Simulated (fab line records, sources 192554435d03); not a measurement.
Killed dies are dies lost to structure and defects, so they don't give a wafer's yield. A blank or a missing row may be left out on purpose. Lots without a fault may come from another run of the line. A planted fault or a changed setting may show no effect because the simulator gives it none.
Chamber matching | flow n5_finfet | N5_BEOL_M2_ALD_98 on ald_sin-03: 4 sister chambers
The step deposits SiO2, target thk 2.5 nm, pulse time 1 s, co reactant pulse time 1 s. 4 wafers are shown with their chamber, then 9 later ones without.

WAFERS WITH THEIR CHAMBER
wafer  | chamber | heater_power_w (W)
L077.3 | 0       | 60
L082.2 | 3       | 78
L082.5 | 1       | 83
L082.6 | 2       | 88

WAFERS WITHOUT THEIR CHAMBER
wafer  | heater_power_w (W)
L088.3 | 78
L088.5 | 83
L088.6 | 87
L089.2 | 61
L089.4 | 77
L089.6 | 88
L090.2 | 79
L090.4 | 60
L090.5 | 81

WHICH CHAMBER EACH WENT THROUGH
wafer  | from the rows above     | in truth
L088.3 | 3                       | 3
L088.5 | 1                       | 1
L088.6 | 2                       | 2
L089.2 | 0                       | 0
L089.4 | 3                       | 3
L089.6 | 2                       | 2
L090.2 | 3                       | 3
L090.4 | 0                       | 0
L090.5 | can't be placed: 1 or 3 | 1
Placed correctly: 8 of 9. Can't be placed from these rows: 1 (the true chamber is among the candidates in 1). Placed wrongly: 0.
How it was worked out, from the rows above alone: a wafer's distance from a chamber is the root of the sum, over the readings, of the square of ((its reading less the chamber's mean) divided by the reading's scatter). The wafer belongs to the nearest chamber; if the next one is less than 2 further off, it can't be placed. A chamber's mean is the mean of its shown wafers. The scatter: with one shown wafer a chamber, the root of the mean of the squares of how far each hidden wafer lies from its nearest shown one.
